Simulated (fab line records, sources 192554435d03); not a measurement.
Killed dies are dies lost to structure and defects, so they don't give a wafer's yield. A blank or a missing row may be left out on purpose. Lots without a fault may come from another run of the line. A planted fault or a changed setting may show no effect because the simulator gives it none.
Split-lot experiment | flow n5_finfet | 7 lots, 39 wafers read, on a route of 1938 steps

THE SPLIT
At N5_BEOL_M15_TRENCH_ETCH_34 (etches SiO2 in C4F8/O2/Ar, target depth 872.93 nm, time 199 s), the setting target_depth_a was moved away from the recipe's 8729.3 angstrom on 15 of the 39 wafers read, by -40.5% to +58.2%. The other wafers ran this setting at the recipe's value.

FROM THE SPLIT TO THE READING: what the file shows between them, 4 steps
- N5_BEOL_M15_STRIP_36: strips in O2
- N5_BEOL_M15_ECD_47: material Cu, target thk 1860 nm
- N5_BEOL_M15_ANNEAL_48: time 90 s
- N5_BEOL_M15_CMP_49: polishes, stops on SiO2, t overpolish 4.9 s, target thk 850 nm

THE READING
M15_THK, in nm, at N5_BEOL_M15_THK_MEAS_50 (measures by xrf). Fault-free wafers of this fab line usually give 834 nm, standard deviation 14 nm.

wafer  | tool, chamber at the split | target_depth_a as run, angstrom | against the recipe | M15_THK, nm | against lot-mates on the recipe
L077.1 | rie_diel-05, 2             | 5194                            | -40.5%             | 493         | -348
L077.2 | rie_diel-05, 1             | 8729.3                          | recipe             | 844         | -
L077.3 | rie_diel-05, 0             | 5194                            | -40.5%             | 490         | -351
L077.4 | rie_diel-05, 3             | 8729.3                          | recipe             | 842         | -
L077.5 | rie_diel-05, 1             | 5194                            | -40.5%             | 489         | -352
L077.6 | rie_diel-05, 0             | 8729.3                          | recipe             | 837         | -
L080.1 | rie_diel-05, 0             | 7189                            | -17.6%             | 682         | -159
L080.2 | rie_diel-05, 2             | 8729.3                          | recipe             | 838         | -
L080.3 | rie_diel-05, 1             | 7189                            | -17.6%             | 698         | -143
L080.4 | rie_diel-05, 2             | 7189                            | -17.6%             | 683         | -158
L080.5 | rie_diel-05, 0             | 8729.3                          | recipe             | 847         | -
L080.6 | rie_diel-05, 1             | 8729.3                          | recipe             | 838         | -
L081.1 | rie_diel-05, 1             | 8729.3                          | recipe             | 836         | -
L081.2 | rie_diel-05, 0             | 8729.3                          | recipe             | 826         | -
L081.4 | rie_diel-05, 2             | 8729.3                          | recipe             | 828         | -
L084.1 | rie_diel-01, 2             | 8729.3                          | recipe             | 846         | -
L084.2 | rie_diel-01, 0             | 11450                           | +31.2%             | 1093        | +246
L084.3 | rie_diel-01, 3             | 8729.3                          | recipe             | 866         | -
L084.4 | rie_diel-01, 1             | 8729.3                          | recipe             | 830         | -
L084.5 | rie_diel-01, 0             | 11450                           | +31.2%             | 1098        | +251
L084.6 | rie_diel-01, 1             | 11450                           | +31.2%             | 1088        | +241
L089.1 | rie_diel-06, 1             | 6894                            | -21.0%             | 657         | -170
L089.2 | rie_diel-06, 3             | 6894                            | -21.0%             | 634         | -193
L089.3 | rie_diel-06, 0             | 8729.3                          | recipe             | 819         | -
L089.4 | rie_diel-06, 2             | 8729.3                          | recipe             | 838         | -
L089.5 | rie_diel-06, 2             | 6894                            | -21.0%             | 656         | -171
L089.6 | rie_diel-06, 3             | 8729.3                          | recipe             | 825         | -
L091.1 | rie_diel-05, 3             | 8729.3                          | recipe             | 846         | -
L091.2 | rie_diel-05, 2             | 13810                           | +58.2%             | 1332        | +486
L091.3 | rie_diel-05, 0             | 13810                           | +58.2%             | 1327        | +481
L091.4 | rie_diel-05, 1             | 13810                           | +58.2%             | 1330        | +484
L091.5 | rie_diel-05, 2             | 8729.3                          | recipe             | 835         | -
L091.6 | rie_diel-05, 3             | 8729.3                          | recipe             | 858         | -
L093.1 | rie_diel-06, 2             | 8729.3                          | recipe             | 821         | -
L093.2 | rie_diel-06, 3             | 8729.3                          | recipe             | 816         | -
L093.3 | rie_diel-06, 1             | 8729.3                          | recipe             | 820         | -
L093.4 | rie_diel-06, 0             | 8729.3                          | recipe             | 810         | -
L093.5 | rie_diel-06, 2             | 8729.3                          | recipe             | 826         | -
L093.6 | rie_diel-06, 1             | 8729.3                          | recipe             | 816         | -

THE FIT
A straight line over all 39 wafers: M15_THK changes by +8.49 nm for each +1% of target_depth_a; r = +1.00; the points scatter about the line by 12 nm.
The same after taking each lot's own level away (the mean of its wafers on the recipe; 39 wafers): +8.36 nm for each +1%; r = +1.00; scatter 8.8 nm.
On that fit, the largest move of target_depth_a shifts the reading by 4.9e+02 nm.
The lots' own levels span 818.2 to 847.3 nm, that is 2.1 times the standard deviation above.
So the lot-to-lot level changes the slope little: the two slopes agree.
Check: with one of the wafers moved furthest among these (+58.2%) left out of the fit, the line predicts +483 nm for it against its lot-mates. It came out at +486 nm against them.

OTHER SPLITS ON THESE WAFERS
These wafers also went through other splits before the reading. Each is held against what the fit with the lots' levels taken away leaves over:
other split on the same wafers  | wafers away from the commonest value | r with M15_THK (lot level and that fit taken away)
N5_BEOL_M11_CVD_75 target_thk_a | 15                                   | -0.11

THE WHOLE CHAIN: every reading that the file lists as answering this split, in the file's order
step                       | what it does                                                   | reading                                                                          | change (the file's fit)                                                                 | r (the file's)
N5_BEOL_M15_TRENCH_ETCH_34 | etches SiO2 in C4F8/O2/Ar, target depth 872.93 nm, time 199 s  | etch.depth_nm (the simulator's own value, which no gauge read)                   | +8.6 nm for each +1% of the setting                                                     | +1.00
N5_BEOL_M15_TRENCH_ETCH_34 | etches SiO2 in C4F8/O2/Ar, target depth 872.93 nm, time 199 s  | coat_of_BEOL_M15_COAT_22.thk_nm (the simulator's own value, which no gauge read) | -1.77 nm for each +1% of the setting                                                    | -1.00
N5_BEOL_M15_CMP_49         | polishes, stops on SiO2, t overpolish 4.9 s, target thk 850 nm | Cu_of_BEOL_M15_ECD_47.thk_nm (the simulator's own value, which no gauge read)    | +8.6 nm for each +1% of the setting                                                     | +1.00
N5_BEOL_M15_THK_MEAS_50    | measures by xrf                                                | M15_THK                                                                          | +8.36 for each +1% of the setting                                                       | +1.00
N5_BEOL_M15_RS_MEAS_54     | measures by four-point-probe                                   | M15_RS                                                                           | not straight: 0.0368 at the lowest setting, 0.0215 at the recipe, 0.0133 at the highest | not given

THE FILE'S OWN FIT
M15_THK changes by +8.36 nm for each +1% of target_depth_a, r = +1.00.
